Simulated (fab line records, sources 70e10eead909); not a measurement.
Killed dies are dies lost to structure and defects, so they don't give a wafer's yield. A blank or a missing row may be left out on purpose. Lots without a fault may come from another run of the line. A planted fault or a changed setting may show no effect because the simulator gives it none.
fab line records | flow nand_harc | part 2 of 2: steps 20 to 32 of 32
record lots=5 wafers=15 last_day=32
route steps=1302 shown A_STAIRCASE@829
lots that met no fault: from a run of the same line without faults
start_h: hours from the record's first day to the start of the lot's first wafer shown | wait_h: hours since the lot's step before | " the same as in the row above | L1.1+2: a row that stands for several wafers | - no value, or no start given | * or withheld: withheld | < > ~ a bound
route shown NAME@n: a module of which the file shows steps, and the number in the route of the first | usual: mean/standard deviation of fault-free wafers | same: alike in all rows | chamber/n: place in a boat | sites: the reading at each site | _std_site: their standard deviation | _edge_site: outer sites' mean less inner sites' | radius_mm: how far each site lies from the wafer's centre | mask NAME#n: copy n | behind: the tool/chamber that last shaped the wafer | hold: why the lot was held/for how many hours/how that ended | device: the transistor (n, p or np) that didn't switch | end of line: the same wafers' tests at the end of the route | a step without rows: its recipe alone | killed: dies lost to structure and defects at the first sort, not the wafer's yield | map: a wafer's dies, x killed, . not, _ none there
set.NAME: the setting as run; set.NAME@STEP: as run at that earlier step | model.NAME: the simulator's own value behind a step, which no gauge read
lots at some steps of the route; a table a step, a row a wafer
services: from which hour (start_h, from the record's first day; less than 0 if before it) a tool's chamber was out of use, for how many hours, and why
## steps
# step NHARC_A_STAIRCASE_CVD_552
# recipe target_thk_a=400 temp_c=700 pressure_mtorr=300 material=SiNx
# usual susceptor_temp_C=700.1/0.36
# columns lot.wafer tool chamber start_h wait_h susceptor_temp_C
L078.1 lpcvd-01 1 - - 700.1
L078.2 " 1 " " 699.5
L078.3 " 1 " " 699.0
L082.1 lpcvd-01 1 - - 700.1
L082.2 " 1 " " 700.4
L082.3 " 1 " " 700.5
L088.2 lpcvd-01 0 - - 700.1
L088.5 " 0 " " 700.2
L088.6 " 0 " " 699.8
L093.1 lpcvd-01 1 602.02 3.3 699.7
L093.3 " 1 " " 699.5
L093.5 " 1 " " 700.3
L094.1 lpcvd-01 1 - - 700.4
L094.2 " 1 " " 699.7
L094.6 " 1 " " 700.0
# step NHARC_A_STAIRCASE_DEP_151
# recipe target_thk_a=72000 temp_c=400 target_thk_nm=7200 teos_flow_sccm=200 rf_w=500 material=SiO2
# usual heater_power_w=631/100 mfc_precursor_sccm=200.0/0.57 susceptor_temp_C=399.99/0.22
# columns lot.wafer tool chamber start_h wait_h heater_power_w mfc_precursor_sccm susceptor_temp_C
L078.2 pecvd-01 0 443.99 0.4 751 199.8 399.65
L078.3 " 1 " " 683 200.0 399.85
L078.1 " 2 " " 605 199.5 400.01
L082.2 pecvd-04 1 481.28 0.4 601 200.8 399.97
L082.3 " 2 " " 696 198.7 400.04
L082.1 " 0 " " 819 199.9 399.99
L088.2 pecvd-01 1 552.28 0.6 645 200.0 399.76
L088.6 " 0 " " 617 200.3 400.15
L088.5 " 1 " " 538 200.1 400.07
L094.1 pecvd-04 1 605.53 0.4 537 201.1 399.98
L094.2 " 0 " " 791 199.7 400.31
L094.6 " 0 " " 655 199.8 399.76
L093.1 pecvd-01 0 605.56 0.4 721 199.6 399.87
L093.3 " 2 " " 529 200.2 399.95
L093.5 " 2 " " 492 199.2 400.09
# step NHARC_A_STAIRCASE_ANNEAL_320
# recipe temp_c=750 time_s=1800
# same time_s=1800
# columns lot.wafer tool chamber start_h wait_h
L078.1+2+3 furnace-01 0 448.44 -
L082.1+2+3 furnace-04 0 485.24 -
L088.2+5+6 furnace-03 0 555.85 -
L093.1+3+5 furnace-01 0 606.47 -
L094.1+2+6 furnace-01 0 606.47 -
# step NHARC_A_STAIRCASE_DEP_322
# recipe target_thk_a=72000 temp_c=400 target_thk_nm=7200 teos_flow_sccm=200 rf_w=500 material=SiO2
# usual heater_power_w=637/100 mfc_precursor_sccm=200.0/0.54 susceptor_temp_C=400.02/0.24
# columns lot.wafer tool chamber start_h wait_h heater_power_w mfc_precursor_sccm susceptor_temp_C
L078.3 pecvd-01 0 451.83 0.1 718 200.8 399.66
L078.1 " 1 " " 605 200.1 400.24
L078.2 " 2 " " 560 200.7 400.26
L082.1 pecvd-03 2 488.65 0.1 734 200.2 400.09
L082.3 " 0 " " 872 199.1 399.96
L082.2 " 1 " " 540 200.4 399.95
L088.2 pecvd-04 0 559.44 0.3 821 200.1 400.70
L088.6 " 2 " " 570 199.1 399.66
L088.5 " 0 " " 657 200.1 400.45
L094.2 pecvd-01 2 609.88 0.1 621 199.8 400.01
L094.1 " 0 " " 670 200.5 399.84
L094.6 " 1 " " 525 199.5 400.14
L093.3 pecvd-03 2 609.98 0.2 809 200.5 400.00
L093.1 " 0 " " 773 200.1 399.94
L093.5 " 0 " " 680 200.3 399.77
# step NHARC_A_STAIRCASE_ANNEAL_323
# recipe temp_c=750 time_s=1800
# same time_s=1800
# columns lot.wafer tool chamber start_h wait_h
L078.1+2+3 furnace-03 0 455.57 -
L082.1+2+3 furnace-01 0 493.10 -
L088.2+5+6 furnace-01 0 563.70 -
L093.1+3+5 furnace-01 0 616.87 -
L094.1+2+6 furnace-01 0 616.87 -
# step NHARC_A_STAIRCASE_DEP_325
# recipe target_thk_a=72000 temp_c=400 target_thk_nm=7200 teos_flow_sccm=200 rf_w=500 material=SiO2
# usual heater_power_w=637/100 mfc_precursor_sccm=200.0/0.57 susceptor_temp_C=399.99/0.22
# columns lot.wafer tool chamber start_h wait_h heater_power_w mfc_precursor_sccm susceptor_temp_C
L078.1 pecvd-03 0 458.96 0.1 869 200.0 400.58
L078.2 " 1 " " 620 199.2 399.99
L078.3 " 2 " " 855 199.7 400.35
L082.2 pecvd-03 0 496.44 0.1 809 199.6 400.20
L082.3 " 1 " " 519 200.3 400.31
L082.1 " 2 " " 725 200.3 399.77
L088.2 pecvd-04 2 567.15 0.2 663 199.1 400.10
L088.6 " 1 " " 497 199.9 399.89
L088.5 " 0 " " 692 199.8 399.93
L094.1 pecvd-04 2 620.36 0.2 693 200.4 400.20
L094.2 " 0 " " 800 199.6 399.97
L094.6 " 1 " " 487 200.1 399.77
L093.1 pecvd-01 0 620.51 0.3 683 199.8 399.98
L093.3 " 2 " " 620 199.5 399.91
L093.5 " 1 " " 539 199.7 399.79
# step NHARC_A_STAIRCASE_ANNEAL_326
# recipe temp_c=750 time_s=1800
# same time_s=1800
# columns lot.wafer tool chamber start_h wait_h
L078.1+2+3 furnace-03 0 462.81 -
L082.1+2+3 furnace-03 0 500.66 -
L088.2+5+6 furnace-03 0 573.33 -
L093.1+3+5 furnace-04 0 624.45 -
L094.1+2+6 furnace-04 0 624.45 -
# step NHARC_A_STAIRCASE_DEHYDRATE_433
# recipe temp_c=150 time_s=120
# same time_s=120
# columns lot.wafer tool chamber start_h wait_h
L078.1+2+3 litho_track-02 0 466.21 0.1
L082.1+2+3 litho_track-05 0 504.00 0.1
L088.2+5+6 litho_track-03 0 576.67 0.1
L093.1+3+5 litho_track-02 0 627.81 0.1
L094.1+2+6 litho_track-02 0 627.82 0.1
# step NHARC_A_STAIRCASE_HMDS_434
# recipe time_s=30
# same time_s=30
# columns lot.wafer tool chamber start_h wait_h
L078.1+2+3 litho_track-02 0 - -
L082.1+2+3 litho_track-05 0 - -
L088.2+5+6 litho_track-03 0 - -
L093.1+3+5 litho_track-02 0 - -
L094.1+2+6 litho_track-02 0 - -
# step NHARC_A_STAIRCASE_COAT_435
# recipe spin_rpm=1200
# columns lot.wafer tool chamber start_h wait_h
L078.1+2+3 litho_track-02 0 - -
L082.1+2+3 litho_track-05 0 - -
L088.2+5+6 litho_track-03 0 - -
L093.1+3+5 litho_track-02 0 - -
L094.1+2+6 litho_track-02 0 - -
# step NHARC_A_STAIRCASE_SOFTBAKE_436
# recipe temp_c=135 time_s=170
# same time_s=170
# columns lot.wafer tool chamber start_h wait_h
L078.1+2+3 litho_track-02 0 - -
L082.1+2+3 litho_track-05 0 - -
L088.2+5+6 litho_track-03 0 - -
L093.1+3+5 litho_track-02 0 - -
L094.1+2+6 litho_track-02 0 - -
# step NHARC_A_STAIRCASE_EBR_437
# columns lot.wafer tool chamber start_h wait_h
L078.1+2+3 litho_track-02 0 - -
L082.1+2+3 litho_track-05 0 - -
L088.2+5+6 litho_track-03 0 - -
L093.1+3+5 litho_track-02 0 - -
L094.1+2+6 litho_track-02 0 - -
# step NHARC_A_STAIRCASE_EXPOSE_438
# recipe na=0.5 dose_mj=28.97 mask_id=STAIR_REV
# usual reticle_temp_C=22.99/0.11
# columns lot.wafer tool chamber start_h wait_h mask reticle_temp_C
L078.1 krf_scanner-01 0 466.54 - STAIR_REV#0 22.99
L078.2 " 0 " " STAIR_REV#0 23.07
L078.3 " 0 " " STAIR_REV#0 23.06
L082.1 krf_scanner-02 0 504.37 - STAIR_REV#0 22.96
L082.2 " 0 " " STAIR_REV#0 23.13
L082.3 " 0 " " STAIR_REV#0 22.88
L088.2 krf_scanner-01 0 577.01 - STAIR_REV#0 22.91
L088.5 " 0 " " STAIR_REV#0 22.89
L088.6 " 0 " " STAIR_REV#0 22.88
L093.1 krf_scanner-02 0 628.14 - STAIR_REV#0 22.95
L093.3 " 0 " " STAIR_REV#0 22.80
L093.5 " 0 " " STAIR_REV#0 23.13
L094.1 krf_scanner-03 0 628.46 - STAIR_REV#0 23.02
L094.2 " 0 " " STAIR_REV#0 23.11
L094.6 " 0 " " STAIR_REV#0 22.95
## services
# columns tool chamber start_h hours kind
rie_diel-11 3 405.17 43.9 repair
wet_bench-02 - 420.00 8.0 pm
rie_diel-11 - 432.79 9.0 pm
pecvd-03 1 435.61 3.3 repair
wet_bench-05 - 436.93 8.0 pm
litho_track-03 - 450.02 7.0 pm
pecvd-04 - 450.09 13.0 pm
rie_diel-11 0 469.56 11.5 repair
litho_track-05 - 474.00 7.0 pm
pecvd-01 - 492.21 13.0 pm
rie_diel-02 3 511.41 3.6 repair
pecvd-01 1 518.80 2.4 repair
rie_diel-13 - 522.91 9.0 pm
wet_bench-09 - 528.80 8.0 pm
rie_diel-13 3 546.24 106.8 repair
rie_diel-13 0 566.03 6.0 repair
rie_diel-02 - 570.87 9.0 pm
litho_track-02 - 577.00 7.0 pm
wet_bench-02 - 596.00 8.0 pm
pecvd-01 - 601.23 0.5 repair
rie_diel-11 - 609.86 9.0 pm
pecvd-01 - 612.21 1.5 repair
wet_bench-05 - 612.93 8.0 pm
litho_track-03 - 625.02 7.0 pm
